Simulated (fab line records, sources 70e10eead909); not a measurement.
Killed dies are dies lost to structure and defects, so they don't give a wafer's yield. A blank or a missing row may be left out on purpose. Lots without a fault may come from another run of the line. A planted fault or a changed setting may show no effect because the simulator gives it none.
A struck lot beside a sound one | flow nand_harc | 15 steps out of a route of 1159
Sound: wafers L979.2, L979.3, L979.6. Struck: wafers L986.2, L986.5, L986.6. The cause comes at the end.
At each step with rows: each side's tool, then ch and its chambers, then its first start. Under that, the readings that differ: sound wafers | struck wafers | difference of the means | sigmas: that difference in standard deviations of wafers without a fault.
alike: readings whose means differ by less than 2 such deviations, and words and numbers that are the same on both sides. not compared: withheld readings, readings that some wafer has no value for, bounds like >300 that may hide the same value, and numbers for which the record gives no deviation and whose values overlap.
The two part at a step that has a row with sigmas, a row that says differs or no value, or rows on one side only. Numbers that don't overlap but have no deviation are shown without sigmas and don't part them. A reading that every wafer of one side lacks parts them only if that side has two wafers or more.

first, 3 steps without rows for these wafers: NHARC_P_GATE_STRIP_35 (strips in SPM, time 600 s); NHARC_P_GATE_PRECLEAN_73 (cleans in SC1); NHARC_P_GATE_SRD_74.
NHARC_P_GATE_ALD_36: deposits SiNx, target thk 20 nm, pulse time 60 s, ald cycles 223.
  sound on ald_sin-02 ch 0,1,2, day 5 13:59; struck on ald_sin-02 ch 0,1,3, day 7 07:37
  alike: heater_power_w, precursor_pulse_height_rel
NHARC_P_GATE_ETCHBACK_37: etches the open film in CHF3/O2, target depth 34.5 nm, time 17.2 s.
  sound on rie_diel-06 ch 0,2,3; struck on rie_diel-04 ch 1,2
  alike: chf3_flow_sccm, drypump_motor_current_A, oes_product_au, rf_vpp_V, showerhead_plenum_p_Torr, throttle_valve_pct
  not compared: rf_hours_counter_h
NHARC_P_GATE_STRIP_101: strips in O2, time 20 s.
  sound on rie_diel-06 ch 0,1, day 5 21:31; struck on rie_diel-04 ch 1,2,3, day 7 14:08
  reading                         | sound          | struck         | difference | sigmas
  showerhead_plenum_p_Torr (Torr) | 3.36 3.33 3.36 | 3.51 3.67 3.80 | +0.31      | +2
  alike: drypump_motor_current_A, oes_product_au, rf_vpp_V, throttle_valve_pct
  not compared: rf_hours_counter_h
then, 6 steps without rows for these wafers: NHARC_P_GATE_PRECLEAN_97 (cleans in SPM, time 600 s); NHARC_P_GATE_SRD_98; NHARC_P_GATE_PRECLEAN_99 (cleans in SC1); NHARC_P_GATE_SRD_100; NHARC_P_GATE_DEHYDRATE_38 (time 120 s); NHARC_P_GATE_HMDS_39 (time 30 s).
NHARC_P_GATE_COAT_40:
  sound on litho_track-02 ch 0, day 5 22:01; struck on litho_track-05, day 7 14:38
  no value came back on the struck wafers for chill_plate_temp_C (C), exhaust_pa (Pa); on the sound wafers chill_plate_temp_C (C) reads 23.10 23.04 23.09
then, 1 step without rows for these wafers: NHARC_P_GATE_SOFTBAKE_41 (time 95 s).
NHARC_END_SORT_01:
  the record has rows for the sound wafers here (prober-02 ch 0, day 19 19:52) and none for the struck ones

WHERE THEY PART
First at NHARC_P_GATE_STRIP_101; last, within this record, at NHARC_END_SORT_01.

WHY: what the simulator had put in
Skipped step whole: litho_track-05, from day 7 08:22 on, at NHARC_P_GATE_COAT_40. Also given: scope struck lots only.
